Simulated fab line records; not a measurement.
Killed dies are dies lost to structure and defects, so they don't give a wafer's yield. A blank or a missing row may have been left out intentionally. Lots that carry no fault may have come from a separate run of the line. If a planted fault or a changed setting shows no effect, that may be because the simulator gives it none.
What tool caused it? ; flow n5 finfet ; 8 lots with 24 wafers sampled at 5 steps, on a route of 1938 steps

== WHAT EACH GAUGE READ, for each wafer ==
N5_BEOL_M4_RC_MEAS_101. Usual: DIBL_N 35.9 mV/V, standard deviation 1.8; DIBL_P 36.2 mV/V, standard deviation 2; IOFF_N 0.16 nA/um, standard deviation 0.031; IOFF_P 0.22 nA/um, standard deviation 0.041; ION_N 676 uA/um, standard deviation 11; ION_P 465 uA/um, standard deviation 8.5; RC_DENSE_N 19.1 ohm.um, standard deviation 0.41; RC_DENSE_P 23.8 ohm.um, standard deviation 0.54; RC_N 15.5 ohm.um, standard deviation 0.33; RC_P 19.4 ohm.um, standard deviation 0.43; REXT_N 75.2 ohm.um, standard deviation 1.8; REXT_P 100.7 ohm.um, standard deviation 1.8; SS_N 71.4 mV/dec, standard deviation 0.64; SS_P 73.2 mV/dec, standard deviation 0.7; VT_N 250 mV, standard deviation 3.5; VT_P -250 mV, standard deviation 3.9.
lot;measured;on;DIBL_N (mV/V);DIBL_P (mV/V);IOFF_N (nA/um);IOFF_P (nA/um);ION_N (uA/um);ION_P (uA/um);RC_DENSE_N (ohm.um);RC_DENSE_P (ohm.um);RC_N (ohm.um);RC_P (ohm.um);REXT_N (ohm.um);REXT_P (ohm.um);SS_N (mV/dec);SS_P (mV/dec);VT_N (mV);VT_P (mV);flag
L383;day 10 15:37;prober-01;34.9 35.7 34.9;37.0 37.8 37.7;0.15 0.17 0.15;0.21 0.23 0.23;687 681 675;466 467 468;18.4 18.8 18.8;22.9 23.3 23.4;15.2 15.2 15.3;18.9 18.7 19.2;78.4 77.5 77.5;100.8 99.8 99.0;71.2 72.0 71.4;73.0 73.2 73.7;249 251 249;-249 -249 -249;
L385;day 10 22:18;prober-01;36.8 37.4 38.1;36.0 37.1 37.7;0.13 0.16 0.18;0.19 0.21 0.24;653 679 680;450 465 473;19.1 18.9 19.1;23.9 23.7 24.0;15.5 15.5 15.7;19.5 19.2 19.6;74.2 74.6 74.3;99.0 98.7 99.0;72.2 71.1 72.2;72.7 73.3 73.7;256 248 249;-252 -253 -250;
L386;day 11 02:14;prober-01;36.9 35.8 37.7;35.8 34.5 36.8;0.16 0.14 0.17;0.21 0.19 0.23;675 665 680;461 453 463;19.4 19.3 19.3;24.1 24.2 24.2;15.6 15.7 15.8;19.6 19.8 19.8;72.6 73.6 73.4;101.8 101.5 100.9;72.6 71.9 71.8;73.1 73.6 73.5;249 251 249;-250 -252 -247;
L387;day 11 03:49;prober-02;35.2 35.5 32.4;36.3 36.5 32.3;0.16 0.17 0.11;0.22 0.22 0.17;674 673 650;463 463 456;29.7 19.8 19.3;36.6 24.6 24.0;24.1 16.1 15.7;29.9 20.2 19.5;83.6 75.8 75.3;111.8 103.5 100.7;71.2 71.4 71.5;74.0 74.3 72.7;249 247 256;-249 -249 -249;OFF
L394;day 13 02:40;prober-01;38.3 38.3 37.5;40.2 39.0 37.9;0.22 0.20 0.18;0.28 0.26 0.24;679 668 678;470 466 464;18.7 30.0 18.1;23.1 37.3 22.7;15.2 24.5 14.7;18.9 30.7 18.6;73.7 83.7 73.6;97.8 109.6 98.2;72.5 72.2 72.2;74.3 73.0 73.7;247 246 248;-245 -246 -247;OFF
L395;day 13 04:31;prober-01;36.6 37.2 38.2;37.1 37.5 39.3;0.16 0.16 0.21;0.25 0.26 0.30;684 673 702;476 470 484;18.9 19.4 19.3;24.0 24.3 24.2;15.4 15.7 15.6;19.4 19.6 19.9;75.4 76.2 76.3;101.7 101.4 100.7;71.8 71.3 71.5;72.6 73.7 73.6;248 251 244;-247 -247 -246;
L396;day 13 15:16;prober-01;36.2 34.7 34.8;34.7 33.7 33.1;0.17 0.14 0.15;0.22 0.20 0.19;680 669 662;459 466 458;19.1 19.5 19.0;23.4 24.0 23.6;15.5 16.0 15.4;19.1 19.7 19.1;74.4 75.6 75.0;99.8 100.0 99.8;71.8 71.2 71.2;73.0 72.9 71.8;247 249 250;-251 -251 -250;
L397;day 13 20:48;prober-02;35.1 37.9 37.0;35.2 37.1 36.8;0.14 0.18 0.16;0.21 0.24 0.24;684 691 678;470 473 470;18.6 18.2 18.3;23.6 23.0 23.3;15.0 14.8 14.9;19.1 18.6 18.8;72.0 70.7 71.8;103.0 102.1 102.6;71.1 71.3 71.6;72.6 74.2 73.5;247 248 248;-248 -248 -248;

== WHICH TOOL RAN EACH LOT (tool, then ch and the chambers of the sampled wafers, then the start) ==
lot;N5_MOL_CONTACT_COAG_ETCH_59;N5_MOL_CONTACT_COAG_CONTACT_ETCH_14;N5_MOL_CONTACT_COAG_TI_SIL_19;N5_MOL_CONTACT_COAG_SIL_ANNEAL_21
L383;rie diel-02 ch 0,2, day 6 17:44;rie diel-02 ch 0,2, day 6 17:53;pvd sputter-03, day 6 18:34;rtp anneal-01 ch 0, day 6 19:14
L385;rie diel-05 ch 0,2,3, day 7 11:03;rie diel-05 ch 0,2,3, day 7 11:12;pvd sputter-03, day 7 12:50;rtp anneal-01 ch 0, day 7 13:20
L386;rie diel-02 ch 1,2,3, day 7 13:26;rie diel-02 ch 1,2,3, day 7 13:35;pvd sputter-03, day 7 15:58;rtp anneal-02 ch 0, day 7 16:29
L387;rie diel-02 ch 0,1,2, day 8 00:05;rie diel-02 ch 0,1,2, day 8 00:14;pvd sputter-03, day 8 01:22;rtp anneal-01 ch 0, day 8 02:00
L394;rie diel-02 ch 0,1,3, day 9 12:55;rie diel-02 ch 0,1,3, day 9 13:04;pvd sputter-02, day 9 15:12;rtp anneal-01 ch 0, day 9 15:44
L395;rie diel-05 ch 2,3, day 9 21:34;rie diel-05 ch 2,3, day 9 21:43;pvd sputter-02, day 10 02:35;rtp anneal-01 ch 0, day 10 03:10
L396;rie diel-05 ch 0,2,3, day 10 02:06;rie diel-05 ch 0,2,3, day 10 02:15;pvd sputter-02, day 10 09:09;rtp anneal-01 ch 0, day 10 09:49
L397;rie diel-05 ch 0,3, day 10 11:26;rie diel-05 ch 0,3, day 10 11:35;pvd sputter-01, day 10 12:16;rtp anneal-01 ch 0, day 10 13:52
- N5_MOL_CONTACT_COAG_ETCH_59: etches underlayer in N2/H2, target depth 13 nm, time 10.4 s.
- N5_MOL_CONTACT_COAG_CONTACT_ETCH_14: etches SiO2 in C4F6/O2, target depth 27.5 nm, overetch 8.5 nm, time 20 s.
- N5_MOL_CONTACT_COAG_TI_SIL_19: material Ti, target thk 4.2 nm, time 15 s.
- N5_MOL_CONTACT_COAG_SIL_ANNEAL_21: time 60 s.

== AS READ BY THE TOOLS THEMSELVES (means over the sampled wafers that have a number; for cases with no such wafer, the mark the record gives instead) ==
N5_MOL_CONTACT_COAG_ETCH_59. Usual: drypump motor current A 5.8 A, standard deviation 0.45; etch rf on time s 10.30 s, standard deviation 0.22; oes product au 0.63 a.u., standard deviation 0.061; rf fwd power W 818.8 W, standard deviation 2.6; rf vpp V 524.3 V, standard deviation 2.3; showerhead plenum p Torr 2.55 Torr, standard deviation 0.08; throttle valve pct 17.87 %, standard deviation 0.23.
lot;tool;drypump motor current A (A);etch rf on time s (s);oes product au (a.u.);rf fwd power W (W);rf vpp V (V);showerhead plenum p Torr (Torr);throttle valve pct (%);flag
L383;rie diel-02;6.1;10.35;0.63;818.1;519.9;2.40;17.97;
L385;rie diel-05;5.9;10.28;0.68;819.4;524.6;2.58;17.80;
L386;rie diel-02;5.7;10.48;0.65;817.8;523.3;2.54;17.89;
L387;rie diel-02;5.8;10.55;0.62;821.2;522.8;2.49;17.96;
L394;rie diel-02;5.9;10.42;0.65;818.9;522.6;2.48;17.87;
L395;rie diel-05;6.2;10.19;0.66;818.5;524.9;2.58;18.01;
L396;rie diel-05;5.9;10.15;0.66;818.9;525.2;2.57;17.84;
L397;rie diel-05;6.3;10.15;0.60;820.6;525.4;2.62;18.13;

N5_MOL_CONTACT_COAG_CONTACT_ETCH_14. Usual: drypump motor current A 5.8 A, standard deviation 0.45; oes_f_703_au 0.74 a.u., standard deviation 0.057; oes_o_777_au 0.74 a.u., standard deviation 0.058; oes product au 0.63 a.u., standard deviation 0.06; rf fwd power W 364.0 W, standard deviation 2.3; rf vpp V 693.1 V, standard deviation 2.8; showerhead plenum p Torr 2.90 Torr, standard deviation 0.086; throttle valve pct 21.30 %, standard deviation 0.2.
lot;tool;drypump motor current A (A);oes_f_703_au (a.u.);oes_o_777_au (a.u.);oes product au (a.u.);rf fwd power W (W);rf vpp V (V);showerhead plenum p Torr (Torr);throttle valve pct (%);flag
L383;rie diel-02;6.1;0.74;0.74;0.63;365.2;687.9;2.73;21.41;
L385;rie diel-05;5.9;0.78;0.78;0.67;364.2;694.7;2.92;21.22;
L386;rie diel-02;5.7;0.75;0.75;0.65;362.8;692.1;2.88;21.33;
L387;rie diel-02;5.9;0.63;0.65;0.62;332.9;710.7;2.83;21.38;OFF
L394;rie diel-02;5.9;0.68;0.70;0.65;333.6;709.5;2.82;21.32;OFF
L395;rie diel-05;6.2;0.75;0.75;0.65;365.2;694.6;2.92;21.40;
L396;rie diel-05;5.9;0.75;0.75;0.65;364.6;693.8;2.91;21.25;
L397;rie diel-05;6.3;0.71;0.70;0.59;366.9;694.7;2.96;21.46;

N5_MOL_CONTACT_COAG_TI_SIL_19. Usual: throttle valve pct 29.9 %, standard deviation 1.2.
lot;tool;throttle valve pct (%);flag
L383;pvd sputter-03;29.8;
L385;pvd sputter-03;30.0;
L386;pvd sputter-03;29.6;
L387;pvd sputter-03;30.1;
L394;pvd sputter-02;29.8;
L395;pvd sputter-02;31.2;
L396;pvd sputter-02;29.6;
L397;pvd sputter-01;29.4;

N5_MOL_CONTACT_COAG_SIL_ANNEAL_21. Usual: lamp power pct 6.36 %, standard deviation 0.048; lamp_zone_6_pct 6.30 %, standard deviation 0.047; wafer_temp_C_max 551.5, standard deviation 0.41.
lot;tool;lamp power pct (%);lamp_zone_6_pct (%);wafer_temp_C_max;flag
L383;rtp anneal-01;6.34;6.29;552.3;
L385;rtp anneal-01;6.34;6.29;551.5;
L386;rtp anneal-02;6.49;6.43;552.2;
L387;rtp anneal-01;6.34;6.28;551.2;
L394;rtp anneal-01;6.34;6.28;551.7;
L395;rtp anneal-01;6.34;6.29;551.3;
L396;rtp anneal-01;6.34;6.29;551.5;
L397;rtp anneal-01;6.35;6.28;551.4;

== THE ANSWER, worked out from the rows above alone ==
Rule: a lot is off if the mean of its wafers that have a number lies more than 3 standard deviations from the usual mean. A lot without any number at a reading at which 4 lots or more have one is off too. All remaining lots with rows at the step are treated as sound. Order of review: gauges by route order, followed by the tools' own readings, for which a lot's mean as printed above is used. At the first step where some lot is off, the reading lying furthest off is the one used; lots without a number count as furthest.
Off: at N5_BEOL_M4_RC_MEAS_101 (RC_N), L387, L394.
A tool fits if, at a process step before that reading, it ran every lot that is off, and no sound lot after the first of them. Not tried: the gauges at N5_BEOL_M4_RC_MEAS_101; whatever is off there is also off at N5_MOL_CONTACT_COAG_CONTACT_ETCH_14, on other tools, and gauge error can't account for it. One fits: N5_MOL_CONTACT_COAG_ETCH_59 and N5_MOL_CONTACT_COAG_CONTACT_ETCH_14 on rie diel-02. At N5_MOL_CONTACT_COAG_ETCH_59 its last sound lot is L386 (day 7 13:26), its first lot that is off L387 (day 8 00:05): a fault that began between those two fits.

== WHAT THE SIMULATOR HAD INSERTED ==
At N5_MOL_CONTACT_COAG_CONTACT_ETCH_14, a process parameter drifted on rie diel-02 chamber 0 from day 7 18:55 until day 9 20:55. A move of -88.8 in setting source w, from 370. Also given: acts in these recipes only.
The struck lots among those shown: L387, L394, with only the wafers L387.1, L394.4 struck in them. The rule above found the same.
